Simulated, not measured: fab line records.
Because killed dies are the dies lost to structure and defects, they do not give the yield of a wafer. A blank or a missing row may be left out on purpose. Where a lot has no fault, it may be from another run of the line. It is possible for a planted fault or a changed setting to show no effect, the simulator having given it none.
Chamber matching | flow n5 finfet | N5_BEOL_M8_ETCH_62 on rie diel-04: 4 sister chambers
The step etches SOC in N2/H2, target depth 110 nm, overetch 22 nm, time 165 s. 4 wafers are shown with their chamber, then 8 later ones without.

EACH WAFER AND ITS CHAMBER
wafer  | chamber | throttle valve pct (%)
L083.4 | 1       | 17.76
L095.5 | 2       | 18.30
L095.6 | 3       | 17.46
L087.1 | 0       | 17.49

WAFERS WHOSE CHAMBER IS MISSING
wafer  | throttle valve pct (%)
L087.2 | 17.83
L087.3 | 17.47
L093.2 | 17.81
L093.3 | 17.47
L093.6 | 17.49
L097.1 | 17.48
L097.3 | 17.48
L097.6 | 17.49

WHICH CHAMBER EACH ONE RAN IN
wafer  | from the rows above     | in truth
L087.2 | 1                       | 1
L087.3 | can't be placed: 3 or 0 | 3
L093.2 | 1                       | 1
L093.3 | can't be placed: 3 or 0 | 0
L093.6 | can't be placed: 0 or 3 | 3
L097.1 | can't be placed: 0 or 3 | 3
L097.3 | can't be placed: 0 or 3 | 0
L097.6 | can't be placed: 0 or 3 | 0
Placed correctly: 2 of 8. Unplaceable from these rows: 6, with the true chamber sitting among the candidates in 6. 0 placed wrongly.
How it was worked out, from the rows above alone: a wafer's distance from a chamber is the root of the sum, over the readings, of the square of ((its reading less the chamber's mean) divided by the reading's scatter). The wafer belongs to the nearest chamber; if the next one is less than 2 further off, it can't be placed. A chamber's mean is the mean of its shown wafers. The scatter: with one shown wafer a chamber, the root of the mean of the squares of how far each hidden wafer lies from its nearest shown one.
